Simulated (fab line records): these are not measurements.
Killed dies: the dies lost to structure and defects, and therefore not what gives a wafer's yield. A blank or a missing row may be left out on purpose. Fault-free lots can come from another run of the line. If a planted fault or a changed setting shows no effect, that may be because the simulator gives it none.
fab line records ; flow n5-finfet ; part 2 of 2: steps 43 to 44 of 44
record: lots: 5; wafers: 15; last-day: 18
route steps=1938 shown DUMMY_GATE@248 SPACER0@258 SD_EPI_N@262 BEOL_M4@1111 PASSIVATION@1936
lots untouched by any fault: they come from a run of this same line in which no faults occurred
start-h: the number of hours between the record's first day and the start of the first shown wafer of the lot ; wait-h: hours since the lot's step before ; " unchanged from the row above ; L1.1+2: one row covering several wafers at once ; - no value, or no start was given ; * or withheld: withheld ; < > ~ a bound
route shown NAME@n: names a module that has steps shown in the file, with the first one's number in the route ; usual: the fault-free wafers' mean and standard deviation ; same: alike in all rows ; chamber/n: place in a boat ; sites: each site's reading ; _std_site: how widely they spread, as a standard deviation ; _edge_site: outer sites' mean less inner sites' ; radius-mm: how far each site lies from the wafer's centre ; mask NAME#n: copy n ; behind: the last tool/chamber to shape the wafer ; hold: why the lot was held/for how many hours/how that ended ; device: whichever transistor did not switch (one of n, p or np) ; end of line: the tests these same wafers got at the end of their route ; step lacking rows: just its recipe ; killed: at the first sort, the dies lost to defects and structure; wafer yield is something else ; map: the dies of a wafer, with x for killed, . for not killed, _ for no die there
set.NAME: the setting that was run; set.NAME@STEP: the one run at that earlier step ; model.NAME: the simulator's own value behind a step, which no gauge read
lots at selected steps of the route; one table per step, one row per wafer
services: a tool's chamber out of use, with start hour (start-h, from the record's first day; less than 0 if before it), hours out, and reason
== steps ==
step: N5_BEOL_M4_RC_MEAS_101
usual: DIBL_N: 36.0/1.6; DIBL_P: 35.8/2; IOFF_N: 0.152/0.03; IOFF_P: 0.20/0.031; ION_N: 670/12; ION_P: 459/7.4; REXT_N: 75.1/1.6; SS_N: 71.5/0.56; SS_P: 73.2/0.64; VT_N: 251/3.5; VT_P: -252/3.3
lot.wafer;tool;chamber;start-h;wait-h;DIBL_N[mV/V];DIBL_P[mV/V];IOFF_N[nA/um];IOFF_P[nA/um];ION_N[uA/um];ION_P[uA/um];REXT_N[ohm.um];SS_N[mV/dec];SS_P[mV/dec];VT_N[mV];VT_P[mV]
L796.1;prober-02;0;203.67;0.0;35.3;33.7;0.129;0.17;662;457;72.8;71.2;72.3;254;-255
L796.4;prober-02;0;203.67;0.0;36.3;34.5;0.146;0.18;672;459;72.5;71.9;72.6;253;-252
L796.6;prober-02;0;203.67;0.0;37.2;35.6;0.158;0.21;677;464;72.9;71.4;72.8;251;-251
L797.3;prober-02;0;206.24;0.3;36.2;35.8;0.151;0.18;681;468;75.1;71.5;73.4;250;-251
L797.4;prober-02;0;206.24;0.3;38.0;37.8;0.177;0.21;671;458;75.0;71.3;73.9;249;-250
L797.5;prober-02;0;206.24;0.3;33.7;33.6;0.120;0.16;676;465;74.3;70.2;73.0;254;-250
L803.3;prober-01;0;246.25;0.3;37.4;37.2;0.158;0.20;676;463;72.8;72.6;73.1;250;-253
L803.4;prober-01;0;246.25;0.3;35.7;35.1;0.136;0.18;684;463;72.7;71.2;73.2;250;-253
L803.5;prober-01;0;246.25;0.3;34.2;34.1;0.114;0.16;658;457;73.9;71.5;71.8;257;-256
L814.2;prober-02;0;317.56;0.2;37.7;36.7;0.184;0.21;675;455;72.8;72.8;73.7;248;-252
L814.4;prober-02;0;317.56;0.2;38.2;37.9;0.212;0.25;707;479;70.3;72.2;74.2;242;-248
L814.6;prober-02;0;317.56;0.2;36.8;35.5;0.168;0.19;677;458;73.2;72.2;73.3;249;-250
L815.3;prober-02;0;329.27;0.3;34.8;33.4;0.128;0.20;659;464;76.3;71.4;73.2;252;-246
L815.4;prober-02;0;329.27;0.3;36.7;35.4;0.155;0.24;676;468;75.7;71.2;73.9;249;-246
L815.6;prober-02;0;329.27;0.3;36.1;34.2;0.141;0.21;667;461;74.2;71.7;73.1;251;-248
step: N5_PASSIVATION_PROBE_49
usual: defect-limited-yield: 91.6/1.4; killed_at_M0_to_M3: 33/10; killed_at_M4_up: 13/5.3; killed-at-contacts: 13/5.9; killed-at-front-end: 36/12; killed-at-other: 4/3.1; killed-dies: 99/16; killed-open: 65/13; killed-short: 32/7.3; sort_bin_5_function: 4.9/0.9; sort_bin_6_memory: 3.1/0.66; sort-n-pass: 1081/17; sort-yield-pct: 91.6/1.4
same: gross-dies: 1180; killed-at-back-side: 0; sort_bin_4_leakage[%]: 0; sort_bin_8_speed[%]: 0
lot.wafer;tool;chamber;start-h;wait-h;defect-limited-yield[%];killed_at_M0_to_M3;killed_at_M4_up;killed-at-contacts;killed-at-front-end;killed-at-other;killed-dies;killed-open;killed-short;sort_bin_5_function[%];sort_bin_6_memory[%];sort-n-pass;sort-yield-pct[%]
L796.1;prober-01;-;312.24;0.0;93.3;24;12;12;23;8;79;53;24;3.1;2.9;1101;93.3
L796.4;prober-01;-;312.39;0.2;92.2;47;9;12;23;1;92;63;28;4.4;3.2;1088;92.2
L796.6;prober-01;-;312.49;0.3;92.5;24;17;14;29;5;89;48;38;4.6;2.7;1091;92.5
L797.3;prober-01;-;317.50;0.1;90.8;50;15;21;19;4;109;69;40;5.0;3.9;1071;90.8
L797.4;prober-01;-;317.55;0.2;91.5;44;10;22;22;2;100;65;34;4.4;3.7;1080;91.5
L797.5;prober-01;-;317.60;0.2;89.3;60;17;18;30;1;126;80;45;5.8;4.2;1054;89.3
L803.3;prober-01;-;349.45;0.1;89.7;59;17;11;29;5;121;66;49;5.9;4.1;1059;89.7
L803.4;prober-01;-;349.50;0.2;91.7;45;15;14;22;2;98;73;22;5.2;2.9;1082;91.7
L803.5;prober-01;-;349.55;0.2;93.1;28;20;5;26;2;81;57;21;4.7;1.9;1099;93.1
L814.2;prober-02;-;428.83;0.1;88.4;33;33;12;56;3;137;91;45;6.8;4.3;1043;88.4
L814.4;prober-02;-;428.93;0.2;89.6;26;28;9;59;1;123;79;43;6.4;3.6;1057;89.6
L814.6;prober-02;-;429.03;0.3;91.5;35;15;11;38;1;100;64;35;4.7;3.6;1080;91.5
L815.3;prober-02;-;439.35;0.1;91.9;29;7;11;47;2;96;62;34;5.1;2.6;1084;91.9
L815.4;prober-02;-;439.40;0.2;86.4;44;11;16;87;2;160;109;45;8.1;4.9;1020;86.4
L815.6;prober-02;-;439.50;0.3;90.5;43;7;10;49;3;112;74;37;5.8;3.6;1068;90.5
killed by level:class
L796.1 MOL_CONTACT_COAG:geometric-particle:open=8 BEOL_M2:geometric-particle:open=8 FIN_SAQP:geometric-particle:open=4 GATE_CUT:geometric-particle:short=4 MOL_CONTACT_COAG:geometric-particle:short=4 BEOL_M0_SAQP:geometric-particle:short=4 BEOL_M4:geometric-particle:open=4 BEOL_M6:geometric-particle:open=4
L796.4 BEOL_M2:geometric-particle:open=11 MOL_CONTACT_COAG:geometric-particle:open=9 BEOL_M0_SAQP:geometric-particle:short=8 BEOL_M0_SAQP:geometric-particle:open=7 BEOL_M1:geometric-particle:open=6 BEOL_M3:geometric-particle:open=6 STARTING-WAFER:geometric-particle:open=4 BEOL_M3:geometric-particle:short=4
L796.6 MOL_CONTACT_COAG:geometric-particle:open=11 FIN_SAQP:geometric-particle:short=7 BEOL_M4:geometric-particle:open=7 BEOL_M0_SAQP:geometric-particle:short=6 ILD0:geometric-particle:short=4 BEOL_M2:geometric-particle:open=4 BEOL_M3:geometric-particle:short=4 DUMMY_GATE:geometric-particle:open=3
L797.3 MOL_CONTACT_COAG:geometric-particle:open=18 BEOL_M0_SAQP:geometric-particle:open=16 BEOL_M0_SAQP:geometric-particle:short=10 BEOL_M1:geometric-particle:short=8 BEOL_M1:geometric-particle:open=8 BEOL_M4:geometric-particle:open=8 FIN_SAQP:geometric-particle:short=5 BEOL_M2:geometric-particle:open=5
L797.4 MOL_CONTACT_COAG:geometric-particle:open=16 BEOL_M0_SAQP:geometric-particle:open=12 BEOL_M0_SAQP:geometric-particle:short=10 BEOL_M1:geometric-particle:open=8 BEOL_M2:geometric-particle:open=6 MOL_CONTACT_COAG:geometric-particle:short=6 GATE_CUT:geometric-particle:short=4 BEOL_M4:geometric-particle:open=4
L797.5 BEOL_M0_SAQP:geometric-particle:open=27 BEOL_M0_SAQP:geometric-particle:short=16 MOL_CONTACT_COAG:geometric-particle:open=13 FIN_SAQP:geometric-particle:short=7 BEOL_M2:geometric-particle:open=6 MOL_CONTACT_COAG:geometric-particle:short=5 BEOL_M4:geometric-particle:open=5 GATE_CUT:geometric-particle:short=4
L803.3 BEOL_M0_SAQP:geometric-particle:open=16 BEOL_M0_SAQP:geometric-particle:short=15 MOL_CONTACT_COAG:geometric-particle:open=10 BEOL_M4:geometric-particle:open=7 BEOL_M2:geometric-particle:open=7 BEOL_M1:geometric-particle:open=6 STARTING-WAFER:geometric-particle:open=5 GATE_CUT:geometric-particle:short=4
L803.4 BEOL_M0_SAQP:geometric-particle:open=12 BEOL_M3:geometric-particle:open=11 MOL_CONTACT_COAG:geometric-particle:open=10 BEOL_M1:geometric-particle:open=8 STI_FIN_REVEAL:geometric-particle:open=6 BEOL_M2:geometric-particle:open=6 BEOL_M4:geometric-particle:open=6 MOL_CONTACT_COAG:geometric-particle:short=4
L803.5 BEOL_M1:geometric-particle:open=11 BEOL_M4:geometric-particle:open=6 MOL_CONTACT_COAG:geometric-particle:open=5 BEOL_M2:geometric-particle:open=5 BEOL_M8:geometric-particle:open=5 STI_FIN_REVEAL:geometric-particle:open=4 DUMMY_GATE:geometric-particle:open=4 FIN_SAQP:geometric-particle:open=3
L814.2 BEOL_M4:geometric-particle:open=22 STI_FIN_REVEAL:geometric-particle:open=11 MOL_CONTACT_COAG:geometric-particle:open=11 BEOL_M2:geometric-particle:open=9 ILD0:geometric-particle:open=7 BEOL_M3:geometric-particle:short=7 FIN_SAQP:geometric-particle:open=6 DUMMY_GATE:geometric-particle:open=6
L814.4 BEOL_M3:geometric-particle:open=14 BEOL_M4:geometric-particle:open=11 FIN_SAQP:geometric-particle:short=9 DUMMY_GATE:geometric-particle:open=8 MOL_CONTACT_COAG:geometric-particle:open=8 FIN_SAQP:geometric-particle:open=7 ILD0:geometric-particle:open=7 STARTING-WAFER:geometric-particle:short=6
L814.6 BEOL_M4:geometric-particle:open=10 BEOL_M2:geometric-particle:open=9 FIN_SAQP:geometric-particle:short=8 MOL_CONTACT_COAG:geometric-particle:open=8 BEOL_M0_SAQP:geometric-particle:open=8 DUMMY_GATE:geometric-particle:open=7 BEOL_M0_SAQP:geometric-particle:short=7 STI_FIN_REVEAL:geometric-particle:open=4
L815.3 STI_FIN_REVEAL:geometric-particle:open=24 BEOL_M0_SAQP:geometric-particle:short=13 MOL_CONTACT_COAG:geometric-particle:open=11 FIN_SAQP:geometric-particle:short=7 FIN_SAQP:geometric-particle:open=4 STI_FIN_REVEAL:geometric-particle:short=4 BEOL_M0_SAQP:geometric-particle:open=4 BEOL_M0:geometric-particle:open=4
L815.4 STI_FIN_REVEAL:geometric-particle:open=35 FIN_SAQP:geometric-particle:short=11 MOL_CONTACT_COAG:geometric-particle:open=11 FIN_SAQP:geometric-particle:open=10 BEOL_M0_SAQP:geometric-particle:short=9 BEOL_M3:geometric-particle:open=8 BEOL_M0_SAQP:geometric-particle:open=8 BEOL_M5:geometric-particle:open=5
L815.6 STI_FIN_REVEAL:geometric-particle:open=17 BEOL_M0_SAQP:geometric-particle:short=13 FIN_SAQP:geometric-particle:open=12 BEOL_M0_SAQP:geometric-particle:open=12 FIN_SAQP:geometric-particle:short=10 MOL_CONTACT_COAG:geometric-particle:open=9 BEOL_M3:geometric-particle:open=7 BEOL_M1:geometric-particle:open=4
== services ==
tool;chamber;start-h;hours;kind
rie-si-05;-;34.78;14.6;pm
ald-sin-01;3;37.52;8.8;repair
rie-diel-05;3;48.11;-;clean
rie-diel-05;3;48.11;-;consumable-replace:focus-ring
rie-diel-05;3;48.11;14.7;scheduled-down
ald-sin-01;-;54.47;0.6;repair
ald-sin-03;-;55.42;2.8;pm
ald-sin-04;1;65.57;9.8;repair
ald-sin-03;-;65.73;0.5;repair
rie-diel-05;3;66.19;7.2;repair
ald-sin-01;-;67.08;14.6;pm
rie-diel-06;0;67.14;4.2;repair
epi-rpcvd-02;-;73.62;14.6;pm
ald-sin-01;1;82.93;7.7;repair
ald-sin-04;-;85.55;14.0;pm
ald-sin-01;3;91.63;6.6;repair
rie-si-05;1;97.60;11.9;repair
epi-rpcvd-04;-;105.07;0.8;repair
rie-si-05;2;116.98;2.2;repair
rie-diel-05;3;118.81;5.5;repair
rie-si-05;-;124.04;0.4;repair
rie-si-06;-;137.66;14.6;pm
rie-si-03;-;150.98;2.8;pm
ald-sin-03;0;163.40;1.3;repair
== key ==
first-sign: step: N5_BEOL_M4_RC_MEAS_101; reading: REXT_N; direction: down; sigmas: 3.1; usual: 75.1; struck: 70.3
effect none on later readings
model-effect: step: N5_SPACER0_ALD_08; value: SiNx_of_SPACER0_ALD_08.thk-nm; without: 2; struck: 1.6
model-effect: step: N5_SD_EPI_N_WET_ETCH_43; value: SiNx_of_SPACER0_ALD_08.thk-nm; without: 1.6; struck: 1.2
met-at N5_SPACER0_ALD_08
struck-wafers L814.4
onset-between 99.96 163.73
fault: kind: process-parameter-drift; tool: ald-sin-04; chamber: -; onset-h: 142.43; steps: N5_SPACER0_ALD_08; channel: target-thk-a; offset: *; shape: step; end-h: 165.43; scope: struck-wafers-only; acts-in: *; stated: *
